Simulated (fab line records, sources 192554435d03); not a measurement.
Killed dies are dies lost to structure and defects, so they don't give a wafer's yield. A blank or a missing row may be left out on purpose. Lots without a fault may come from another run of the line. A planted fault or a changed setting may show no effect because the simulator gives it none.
Chamber matching | flow n5_finfet | N5_BEOL_M0_SAQP_PECVD_97 on pecvd-03: 3 sister chambers
The step deposits SiNx from SiH4/NH3/N2, target thk 23 nm, time 19.9 s. 6 wafers are shown with their chamber, then 11 later ones without.

WAFERS WITH THEIR CHAMBER
wafer  | chamber | showerhead_plenum_p_Torr (Torr) | throttle_valve_pct (%)
L083.5 | 2       | 5.11                            | 37.8
L084.2 | 0       | 5.22                            | 39.0
L084.5 | 2       | 5.11                            | 37.8
L085.4 | 0       | 5.23                            | 39.2
L085.6 | 1       | 5.07                            | 39.7
L089.1 | 1       | 5.10                            | 39.9

WAFERS WITHOUT THEIR CHAMBER
wafer  | showerhead_plenum_p_Torr (Torr) | throttle_valve_pct (%)
L089.3 | 5.11                            | 38.2
L089.5 | 5.10                            | 39.8
L090.2 | 5.10                            | 38.2
L090.3 | 5.09                            | 39.7
L090.4 | 5.23                            | 38.8
L092.1 | 5.09                            | 39.7
L092.3 | 5.10                            | 38.1
L092.6 | 5.24                            | 39.1
L095.3 | 5.08                            | 39.6
L095.5 | 5.09                            | 39.8
L095.6 | 5.12                            | 38.1

WHICH CHAMBER EACH WENT THROUGH
wafer  | from the rows above | in truth
L089.3 | 2                   | 2
L089.5 | 1                   | 1
L090.2 | 2                   | 2
L090.3 | 1                   | 1
L090.4 | 0                   | 0
L092.1 | 1                   | 1
L092.3 | 2                   | 2
L092.6 | 0                   | 0
L095.3 | 1                   | 1
L095.5 | 1                   | 1
L095.6 | 2                   | 2
Placed correctly: 11 of 11. Can't be placed from these rows: 0. Placed wrongly: 0.
How it was worked out, from the rows above alone: a wafer's distance from a chamber is the root of the sum, over the readings, of the square of ((its reading less the chamber's mean) divided by the reading's scatter). The wafer belongs to the nearest chamber; if the next one is less than 2 further off, it can't be placed. A chamber's mean is the mean of its shown wafers. The scatter: the root of (the sum of the squares of (reading less its chamber's mean) over the shown wafers, divided by (wafers less chambers)).
